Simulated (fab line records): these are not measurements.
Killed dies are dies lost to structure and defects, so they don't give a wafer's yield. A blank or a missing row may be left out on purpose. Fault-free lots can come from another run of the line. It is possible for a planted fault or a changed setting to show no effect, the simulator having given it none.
Which tool did it? | flow nand harc | Sampling: 6 lots, 18 wafers, 5 of 1302 route steps

WHAT THE GAUGES READ, wafer by wafer
NHARC_END_SORT_01.
lot  | measured     | on        | killed dies
L431 | day 25 08:07 | prober-01 | 48 44 50
L430 | day 26 02:10 | prober-01 | 77 57 73
L435 | day 27 23:26 | prober-02 | 37 46 39
L444 | day 31 19:02 | prober-01 | 116 160 172

WHICH TOOL RAN EACH LOT (tool, then ch and the chambers of the sampled wafers, then the start)
lot  | NHARC_A_CONTACT_ETCH_122             | NHARC_THIN_TSV_DEGAS_49      | NHARC_THIN_TSV_ANNEAL_52         | NHARC_THIN_TSV_STRIP_56
L431 | har cap etch-01 ch 0,1, day 22 15:37 | pvd sputter-03, day 24 19:59 | rtp anneal-01 ch 0, day 24 21:09 | plasma asher-02 ch 0,1, day 24 23:45
L430 | har cap etch-02 ch 0,1, day 23 01:19 | pvd sputter-02, day 25 09:35 | rtp anneal-02 ch 0, day 25 10:46 | plasma asher-01 ch 0,1, day 25 13:19
L435 | har cap etch-03 ch 0,1, day 25 04:22 | pvd sputter-03, day 27 10:27 | rtp anneal-01 ch 0, day 27 11:41 | plasma asher-02 ch 0,1, day 27 14:16
L440 | har cap etch-01 ch 0,1, day 26 08:01 | pvd sputter-02, day 28 22:42 | rtp anneal-02 ch 0, day 28 23:59 | plasma asher-01 ch 0,1, day 29 02:34
L444 | har cap etch-01 ch 0,1, day 28 22:21 | pvd sputter-02, day 31 06:29 | rtp anneal-02 ch 0, day 31 07:47 | plasma asher-01 ch 0,1, day 31 10:14
L448 | har cap etch-02 ch 0, day 30 03:43   | pvd sputter-03, day 32 16:17 | rtp anneal-02 ch 0, day 32 17:30 | plasma asher-02 ch 0,1, day 32 20:02
- NHARC_A_CONTACT_ETCH_122: etches the open film in C4F8/O2/Ar, time 190 s, target depth 1850 nm.
- NHARC_THIN_TSV_DEGAS_49: time 120 s.
- NHARC_THIN_TSV_ANNEAL_52: time 90 s.
- NHARC_THIN_TSV_STRIP_56: strips in O2.

THE ANSWER, worked out from the rows above alone
Rule: the lots themselves supply what counts as usual. The widest of any qualifying gaps counts: lots, ordered by their means at a reading, are off when they make up no more than a third of the lots, leave a main group of 4 or more, and stand apart from it by 3 or more times the standard deviation of that group's means. The tables above print the reading to a certain number of digits; a main group whose means all agree to those digits is not used. Also off: a lot with no number at a reading for which 4 or more lots have one. All remaining lots with rows at the step are treated as sound.
Across all readings shown, no lot is off: no conclusion can be drawn from this.

WHAT WAS PUT IN BY THE SIMULATOR
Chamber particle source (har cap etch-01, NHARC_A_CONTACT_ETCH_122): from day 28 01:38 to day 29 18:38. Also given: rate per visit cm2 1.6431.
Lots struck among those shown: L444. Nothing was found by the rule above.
